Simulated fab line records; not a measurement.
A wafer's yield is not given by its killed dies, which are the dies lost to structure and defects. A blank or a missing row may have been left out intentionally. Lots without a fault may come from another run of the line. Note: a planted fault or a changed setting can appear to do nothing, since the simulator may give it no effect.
Matching of chambers -- flow nandHarc -- 4 sister chambers for NHARC_P_GATE_ETCH_32 on rieSi-01
The step etches the open film in HBr/Cl2, target depth 150 nm, time 100.1 s. 4 wafers are shown with their chamber, then 7 later ones without.

EACH WAFER AND ITS CHAMBER
wafer,chamber,oesProductAu (a.u.)
L138.6,3,0.993
L142.5,2,0.997
L144.4,1,0.993
L144.5,0,0.995

WAFERS MISSING THEIR CHAMBER
wafer,oesProductAu (a.u.)
L144.6,0.995
L150.2,1.003
L150.4,0.999
L150.6,0.999
L156.1,0.989
L156.2,0.985
L156.6,0.991

WHICH CHAMBER EACH WENT THROUGH
wafer,from the rows above,in truth
L144.6,can't be placed: 0 or 1 or 2 or 3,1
L150.2,can't be placed: 2 or 0 or 1 or 3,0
L150.4,can't be placed: 2 or 0 or 1 or 3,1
L150.6,can't be placed: 2 or 0 or 1 or 3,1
L156.1,can't be placed: 1 or 3 or 0 or 2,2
L156.2,can't be placed: 1 or 3 or 0 or 2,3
L156.6,can't be placed: 1 or 3 or 0 or 2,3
0 of 7 placed correctly. Unplaceable from these rows: 7, with the true chamber sitting among the candidates in 7. Number placed wrongly: 0.
How it was worked out, from the rows above alone: a wafer's distance from a chamber is the root of the sum, over the readings, of the square of ((its reading less the chamber's mean) divided by the reading's scatter). The wafer belongs to the nearest chamber; if the next one is less than 2 further off, it can't be placed. Each chamber's mean is taken over the wafers shown for it. The scatter (one wafer shown for each chamber): square how far every hidden wafer sits from the nearest shown wafer, average those squares and take the square root.
